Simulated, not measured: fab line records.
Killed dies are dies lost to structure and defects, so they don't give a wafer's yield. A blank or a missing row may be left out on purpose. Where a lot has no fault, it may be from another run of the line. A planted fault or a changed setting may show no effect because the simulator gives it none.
Matching of chambers + flow nand_harc + NHARC_A_CHANNEL_FILL_D2_ALD_16 on ald_hk-01 has 4 sister chambers
The step deposits SiO2, target thk 1.5 nm, pulse time 10 s, ald cycles 15. 8 wafers are shown with their chamber, then 8 later ones without.

## WAFERS WITH THEIR CHAMBER
| wafer  | chamber | heater_power_w (W) | precursor_pulse_height_rel |
|--------|---------|--------------------|----------------------------|
| L077.5 | 3       | 474                | 0.967                      |
| L079.1 | 0       | 462                | 0.984                      |
| L079.5 | 2       | 432                | 0.998                      |
| L079.6 | 1       | 483                | 1.010                      |
| L083.2 | 3       | 478                | 1.007                      |
| L083.5 | 2       | 424                | 0.982                      |
| L083.6 | 1       | 488                | 0.973                      |
| L089.3 | 0       | 477                | 1.001                      |

## WAFERS WITH NO CHAMBER GIVEN
| wafer  | heater_power_w (W) | precursor_pulse_height_rel |
|--------|--------------------|----------------------------|
| L089.4 | 477                | 1.009                      |
| L089.6 | 468                | 1.020                      |
| L088.1 | 485                | 1.002                      |
| L088.2 | 462                | 0.989                      |
| L088.4 | 468                | 1.047                      |
| L093.4 | 440                | 1.001                      |
| L093.5 | 454                | 1.014                      |
| L093.6 | 426                | 1.018                      |

## WHICH CHAMBER EACH WENT THROUGH
| wafer  | from the rows above          | in truth                   |
|--------|------------------------------|----------------------------|
| L089.4 | can't be placed: 3 or 0 or 1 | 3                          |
| L089.6 | can't be placed: 0 or 3 or 1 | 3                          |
| L088.1 | can't be placed: 1 or 3 or 0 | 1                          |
| L088.2 | can't be placed: 0 or 3      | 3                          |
| L088.4 | can't be placed: 0 or 3 or 1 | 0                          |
| L093.4 | 2                            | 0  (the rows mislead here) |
| L093.5 | can't be placed: 0 or 3 or 2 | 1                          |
| L093.6 | 2                            | 2                          |
1 of 8 placed correctly. Unplaceable from these rows: 6, with the true chamber sitting among the candidates in 5. Wrongly placed: 1.
How it was worked out, from the rows above alone: a wafer's distance from a chamber is the root of the sum, over the readings, of the square of ((its reading less the chamber's mean) divided by the reading's scatter). The wafer belongs to the nearest chamber; if the next one is less than 2 further off, it can't be placed. A chamber's mean is the mean of its shown wafers. The scatter is the square root of a quotient: the sum, over the shown wafers, of each reading's squared deviation from its chamber's mean, divided by wafers minus chambers.
